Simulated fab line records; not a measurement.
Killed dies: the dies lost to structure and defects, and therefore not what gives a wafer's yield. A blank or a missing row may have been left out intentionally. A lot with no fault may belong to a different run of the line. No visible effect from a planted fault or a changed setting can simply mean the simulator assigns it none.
Which tool was responsible? || flow nand harc || 72 wafers from 24 lots sampled at 2 of the route's 1302 steps

WHAT THE GAUGES READ, wafer by wafer
NHARC_A_SOURCE_PLATE_THK_MEAS_06: measures by ellipsometry.
{"lot": "L074", "measured": "day 7 11:29", "on": "film metro-01", "thk nm (nm)": "196.2 197.3 195.1"}
{"lot": "L075", "measured": "day 8 00:22", "on": "film metro-02", "thk nm (nm)": "202.1 202.1 202.5"}
{"lot": "L076", "measured": "day 8 22:46", "on": "film metro-02", "thk nm (nm)": "203.0 203.3 202.6"}
{"lot": "L077", "measured": "day 9 03:22", "on": "film metro-01", "thk nm (nm)": "200.5 201.2 199.7"}
{"lot": "L078", "measured": "day 9 06:50", "on": "film metro-01", "thk nm (nm)": "201.7 199.5 202.3"}
{"lot": "L079", "measured": "day 9 22:50", "on": "film metro-02", "thk nm (nm)": "200.3 198.9 200.1"}
{"lot": "L080", "measured": "day 10 09:03", "on": "film metro-01", "thk nm (nm)": "197.4 199.7 196.6"}
{"lot": "L081", "measured": "day 10 09:03", "on": "film metro-02", "thk nm (nm)": "198.7 198.9 200.9"}
{"lot": "L083", "measured": "day 11 05:19", "on": "film metro-02", "thk nm (nm)": "200.2 196.2 200.7"}
{"lot": "L082", "measured": "day 11 05:19", "on": "film metro-01", "thk nm (nm)": "198.2 196.4 197.9"}
{"lot": "L084", "measured": "day 11 18:44", "on": "film metro-01", "thk nm (nm)": "202.5 200.4 202.0"}
{"lot": "L085", "measured": "day 12 10:04", "on": "film metro-02", "thk nm (nm)": "204.9 201.8 203.7"}
{"lot": "L086", "measured": "day 12 14:33", "on": "film metro-01", "thk nm (nm)": "198.8 199.8 199.4"}
{"lot": "L088", "measured": "day 13 17:09", "on": "film metro-02", "thk nm (nm)": "200.8 198.7 200.7"}
{"lot": "L087", "measured": "day 13 17:09", "on": "film metro-02", "thk nm (nm)": "200.4 200.3 197.3"}
{"lot": "L089", "measured": "day 14 02:50", "on": "film metro-02", "thk nm (nm)": "195.1 200.5 198.4"}
{"lot": "L090", "measured": "day 14 10:15", "on": "film metro-02", "thk nm (nm)": "200.7 199.1 200.6"}
{"lot": "L091", "measured": "day 14 19:20", "on": "film metro-02", "thk nm (nm)": "202.3 203.1 199.4"}
{"lot": "L092", "measured": "day 15 02:29", "on": "film metro-02", "thk nm (nm)": "198.1 195.8 195.4"}
{"lot": "L093", "measured": "day 15 19:16", "on": "film metro-02", "thk nm (nm)": "196.2 197.4 196.0"}
{"lot": "L094", "measured": "day 16 02:58", "on": "film metro-01", "thk nm (nm)": "200.9 203.4 200.8"}
{"lot": "L095", "measured": "day 16 17:47", "on": "film metro-01", "thk nm (nm)": "197.3 197.9 198.0"}
{"lot": "L096", "measured": "day 16 17:48", "on": "film metro-01", "thk nm (nm)": "197.5 197.2 197.1"}
{"lot": "L097", "measured": "day 17 04:59", "on": "film metro-02", "thk nm (nm)": "197.9 195.6 197.5"}

TOOL THAT RAN EACH LOT (tool first, then ch and the chambers of the sampled wafers, then the start)
{"lot": "L074", "NHARC_P_BONDPAD_ANNEAL_28": "rtp anneal-02 ch 0, day 6 12:35"}
{"lot": "L075", "NHARC_P_BONDPAD_ANNEAL_28": "rtp anneal-02 ch 0, day 7 00:38"}
{"lot": "L076", "NHARC_P_BONDPAD_ANNEAL_28": "rtp anneal-02 ch 0, day 7 22:10"}
{"lot": "L077", "NHARC_P_BONDPAD_ANNEAL_28": "rtp anneal-01 ch 0, day 8 03:20"}
{"lot": "L078", "NHARC_P_BONDPAD_ANNEAL_28": "rtp anneal-01 ch 0, day 8 07:07"}
{"lot": "L079", "NHARC_P_BONDPAD_ANNEAL_28": "rtp anneal-02 ch 0, day 8 22:46"}
{"lot": "L080", "NHARC_P_BONDPAD_ANNEAL_28": "rtp anneal-02 ch 0, day 9 09:37"}
{"lot": "L081", "NHARC_P_BONDPAD_ANNEAL_28": "rtp anneal-02 ch 0, day 9 11:45"}
{"lot": "L083", "NHARC_P_BONDPAD_ANNEAL_28": "rtp anneal-01 ch 0, day 10 05:56"}
{"lot": "L082", "NHARC_P_BONDPAD_ANNEAL_28": "rtp anneal-02 ch 0, day 10 06:43"}
{"lot": "L084", "NHARC_P_BONDPAD_ANNEAL_28": "rtp anneal-02 ch 0, day 10 18:40"}
{"lot": "L085", "NHARC_P_BONDPAD_ANNEAL_28": "rtp anneal-01 ch 0, day 11 11:07"}
{"lot": "L086", "NHARC_P_BONDPAD_ANNEAL_28": "rtp anneal-01 ch 0, day 11 15:53"}
{"lot": "L088", "NHARC_P_BONDPAD_ANNEAL_28": "rtp anneal-01 ch 0, day 12 17:32"}
{"lot": "L087", "NHARC_P_BONDPAD_ANNEAL_28": "rtp anneal-01 ch 0, day 12 18:11"}
{"lot": "L089", "NHARC_P_BONDPAD_ANNEAL_28": "rtp anneal-02 ch 0, day 13 00:44"}
{"lot": "L090", "NHARC_P_BONDPAD_ANNEAL_28": "rtp anneal-02 ch 0, day 13 08:43"}
{"lot": "L091", "NHARC_P_BONDPAD_ANNEAL_28": "rtp anneal-02 ch 0, day 13 19:46"}
{"lot": "L092", "NHARC_P_BONDPAD_ANNEAL_28": "rtp anneal-02 ch 0, day 14 00:04"}
{"lot": "L093", "NHARC_P_BONDPAD_ANNEAL_28": "rtp anneal-02 ch 0, day 14 20:22"}
{"lot": "L094", "NHARC_P_BONDPAD_ANNEAL_28": "rtp anneal-02 ch 0, day 15 03:25"}
{"lot": "L095", "NHARC_P_BONDPAD_ANNEAL_28": "rtp anneal-01 ch 0, day 15 17:45"}
{"lot": "L096", "NHARC_P_BONDPAD_ANNEAL_28": "rtp anneal-01 ch 0, day 15 20:44"}
{"lot": "L097", "NHARC_P_BONDPAD_ANNEAL_28": "rtp anneal-01 ch 0, day 16 04:43"}
- NHARC_P_BONDPAD_ANNEAL_28: time 90 s.

WHAT THE TOOLS THEMSELVES READ (means of the sampled wafers that have a number; where no wafer has one, the mark that the record gives instead)
NHARC_P_BONDPAD_ANNEAL_28.
{"lot": "L074", "tool": "rtp anneal-02", "wafer_temp_C_max": 226.50}
{"lot": "L075", "tool": "rtp anneal-02", "wafer_temp_C_max": 226.28}
{"lot": "L076", "tool": "rtp anneal-02", "wafer_temp_C_max": 226.19}
{"lot": "L077", "tool": "rtp anneal-01", "wafer_temp_C_max": 226.50}
{"lot": "L078", "tool": "rtp anneal-01", "wafer_temp_C_max": 226.25}
{"lot": "L079", "tool": "rtp anneal-02", "wafer_temp_C_max": 226.25}
{"lot": "L080", "tool": "rtp anneal-02", "wafer_temp_C_max": 226.15}
{"lot": "L081", "tool": "rtp anneal-02", "wafer_temp_C_max": 226.22}
{"lot": "L083", "tool": "rtp anneal-01", "wafer_temp_C_max": 226.21}
{"lot": "L082", "tool": "rtp anneal-02", "wafer_temp_C_max": 226.18}
{"lot": "L084", "tool": "rtp anneal-02", "wafer_temp_C_max": 226.11}
{"lot": "L085", "tool": "rtp anneal-01", "wafer_temp_C_max": 226.69}
{"lot": "L086", "tool": "rtp anneal-01", "wafer_temp_C_max": 226.13}
{"lot": "L088", "tool": "rtp anneal-01", "wafer_temp_C_max": 226.24}
{"lot": "L087", "tool": "rtp anneal-01", "wafer_temp_C_max": 226.30}
{"lot": "L089", "tool": "rtp anneal-02", "wafer_temp_C_max": 226.22}
{"lot": "L090", "tool": "rtp anneal-02", "wafer_temp_C_max": 226.22}
{"lot": "L091", "tool": "rtp anneal-02", "wafer_temp_C_max": 226.21}
{"lot": "L092", "tool": "rtp anneal-02", "wafer_temp_C_max": 225.97}
{"lot": "L093", "tool": "rtp anneal-02", "wafer_temp_C_max": 226.55}
{"lot": "L094", "tool": "rtp anneal-02", "wafer_temp_C_max": 226.07}
{"lot": "L095", "tool": "rtp anneal-01", "wafer_temp_C_max": 226.06}
{"lot": "L096", "tool": "rtp anneal-01", "wafer_temp_C_max": 226.47}
{"lot": "L097", "tool": "rtp anneal-01", "wafer_temp_C_max": 226.07}

THE ANSWER, worked out from the rows above alone
Rule: usual is defined by the lots themselves. The widest of any qualifying gaps counts: lots, ordered by their means at a reading, are off when they make up no more than a third of the lots, leave a main group of 4 or more, and stand apart from it by 3 or more times the standard deviation of that group's means. A main group is skipped when, at the precision printed for the reading in the tables above, its means are all equal. A lot without any number at a reading at which 4 lots or more have one is off too. All remaining lots with rows at the step are treated as sound. The gauges are gone through in route order, then the tools' own readings, and for those a lot's mean is taken as printed above. The first step at which some lot is off is used, and at that step the reading that is off furthest; a lot without a number counts as furthest.
None of the lots is off at any reading shown; this tells nothing.

WHAT THE SIMULATOR HAD PUT IN
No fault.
